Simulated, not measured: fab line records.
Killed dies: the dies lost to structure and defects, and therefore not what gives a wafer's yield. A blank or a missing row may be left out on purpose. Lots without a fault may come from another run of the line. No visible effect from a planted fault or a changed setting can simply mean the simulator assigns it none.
Split-lot trial    flow n5-finfet    on a route of 1938 steps: 7 lots, 21 wafers read

SPLIT DETAILS
At N5_BEOL_M0_SAQP_PECVD_96 (deposits a-Si from SiH4/He, target thk 45 nm, time 45.2 s), the setting time-s was moved away from the recipe's 45.2 s on 8 of the 21 wafers read, by -12.7% to +9.9%. The other wafers ran this setting at the recipe's value.

FROM THE SPLIT TO THE READING: what the file shows between them, 8 steps
- N5_BEOL_M0_SAQP_PECVD_97: deposits SiNx from SiH4/NH3/N2, target thk 23 nm, time 19.9 s
- N5_BEOL_M0_SAQP_PECVD_04: deposits a-Si from SiH4/He, target thk 60 nm, time 60.2 s
- N5_BEOL_M0_SAQP_ETCH_101: etches SiNx in CH3F/O2, target depth 29.9 nm, time 42.7 s
- N5_BEOL_M0_SAQP_ETCH_102: etches SiO2 in CF4, target depth 4 nm, time 4.4 s
- N5_BEOL_M0_SAQP_MANDREL_ETCH_103: etches a-Si in HBr/Cl2, stops on SiCN, target depth 45 nm, bt time 10 s, time 27 s
- N5_BEOL_M0_SAQP_ETCH_107: etches SiNx in CH3F/O2, target depth 30 nm (also split here: bias-w)
- N5_BEOL_M0_SAQP_STRIP_108: strips in N2/H2
- N5_BEOL_M0_SAQP_RECESS_109: chemistry HF/NH3, target SiO2, target depth 3 nm, afs cycles 1, sublimation time 60 s

THE READING
a-Si_of_BEOL_M0_SAQP_PECVD_96.thk-nm (the simulator's own value, which no gauge read), in nm, at N5_BEOL_M0_SAQP_SPACER2_ALD_26 (deposits SiO2, target thk 15 nm, pulse time 1 s, purge time 2 s). There is no usual value for it anywhere in the file. Average 44.2 nm, standard deviation 0.68 nm, over the 13 wafers here run with the recipe.

wafer   tool, chamber at the split  time-s as run, s  against the recipe  a-Si_of_BEOL_M0_SAQP_PECVD_96.thk-nm, nm  against lot-mates on the recipe
L080.2  pecvd-02, 2                 47.75             +5.6%               46.8                                      +2.1
L080.4  pecvd-02, 2                 45.2              recipe              44.4                                      -
L080.6  pecvd-02, 1                 45.2              recipe              45                                        -
L082.1  pecvd-03, 0                 49.69             +9.9%               48.8                                      +4.6
L082.2  pecvd-03, 2                 49.69             +9.9%               48.2                                      +4.0
L082.3  pecvd-03, 1                 45.2              recipe              44.2                                      -
L083.1  pecvd-02, 0                 45.2              recipe              43.2                                      -
L083.2  pecvd-02, 1                 47.02             +4.0%               45.6                                      +2.4
L083.5  pecvd-02, 1                 47.02             +4.0%               47                                        +3.8
L086.1  pecvd-03, 2                 45.2              recipe              44.4                                      -
L086.6  pecvd-03, 2                 45.2              recipe              44.4                                      -
L086.3  pecvd-03, 0                 39.47             -12.7%              38.8                                      -5.6
L090.2  pecvd-01, 1                 45.2              recipe              43.8                                      -
L090.4  pecvd-01, 0                 45.2              recipe              44.2                                      -
L090.6  pecvd-01, 2                 45.2              recipe              45.2                                      -
L091.2  pecvd-01, 0                 45.2              recipe              43.6                                      -
L091.4  pecvd-01, 1                 45.2              recipe              45                                        -
L091.6  pecvd-01, 2                 45.2              recipe              44.6                                      -
L094.3  pecvd-02, 0                 45.2              recipe              42.8                                      -
L094.5  pecvd-02, 2,1               39.68             -12.2%              39.4                                      -3.4
L094.6  pecvd-02, 2,1               39.68             -12.2%              39.4                                      -3.4
The file does not say which wafer passed through which chamber wherever a row lists several chambers: such a row stands for several wafers.

THE FIT
A straight line over all 21 wafers: a-Si_of_BEOL_M0_SAQP_PECVD_96.thk-nm changes by +0.421 nm for each +1% of time-s; r = +0.97; the points scatter about the line by 0.63 nm.
The same after taking each lot's own level away (the mean of its wafers on the recipe; 21 wafers): +0.385 nm for each +1%; r = +0.95; scatter 0.76 nm.
On that fit, the largest move of time-s shifts the reading by 4.9 nm.
Across the lots, their own levels run from 42.80 to 44.70 nm, a range of 2.8 times the standard deviation given above.
Hence the lot-to-lot level has little effect on the slope; both slopes agree.
Check: for one of the wafers moved furthest among these (-12.7%), held out of the fit, the line's prediction against its lot-mates is -4.24 nm. It came out at -5.6 nm against them.

ADDITIONAL SPLITS CARRIED BY THESE WAFERS
These wafers also went through other splits before the reading. Each is held against what the fit with the lots' levels taken away leaves over:
other split on the same wafers            wafers away from the commonest value  r with a-Si_of_BEOL_M0_SAQP_PECVD_96.thk-nm (lot level and that fit taken away)
N5_MOL_CONTACT_COAG_CVD_140 target-thk-a  6                                     -0.33
N5_BEOL_M0_SAQP_ETCH_107 bias-w           3                                     -0.14

THE WHOLE CHAIN: every reading that the file lists as answering this split, in the file's order
step                              what it does                                                                        reading                                                                                change (the file's fit)                r (the file's)
N5_BEOL_M0_SAQP_PECVD_96          deposits a-Si from SiH4/He, target thk 45 nm, time 45.2 s                           a-Si_of_BEOL_M0_SAQP_PECVD_96.thk-nm (the simulator's own value, which no gauge read)  +0.396 nm for each +1% of the setting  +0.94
N5_BEOL_M0_SAQP_MANDREL_ETCH_103  etches a-Si in HBr/Cl2, stops on SiCN, target depth 45 nm, bt time 10 s, time 27 s  etch.depth-nm (the simulator's own value, which no gauge read)                         +0.4 nm for each +1% of the setting    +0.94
N5_BEOL_M0_SAQP_SPACER2_ALD_26    deposits SiO2, target thk 15 nm, pulse time 1 s, purge time 2 s                     a-Si_of_BEOL_M0_SAQP_PECVD_96.thk-nm (the simulator's own value, which no gauge read)  +0.393 nm for each +1% of the setting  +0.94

FILE'S OWN FIT
a-Si_of_BEOL_M0_SAQP_PECVD_96.thk-nm changes by +0.393 nm for each +1% of time-s, r = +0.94.
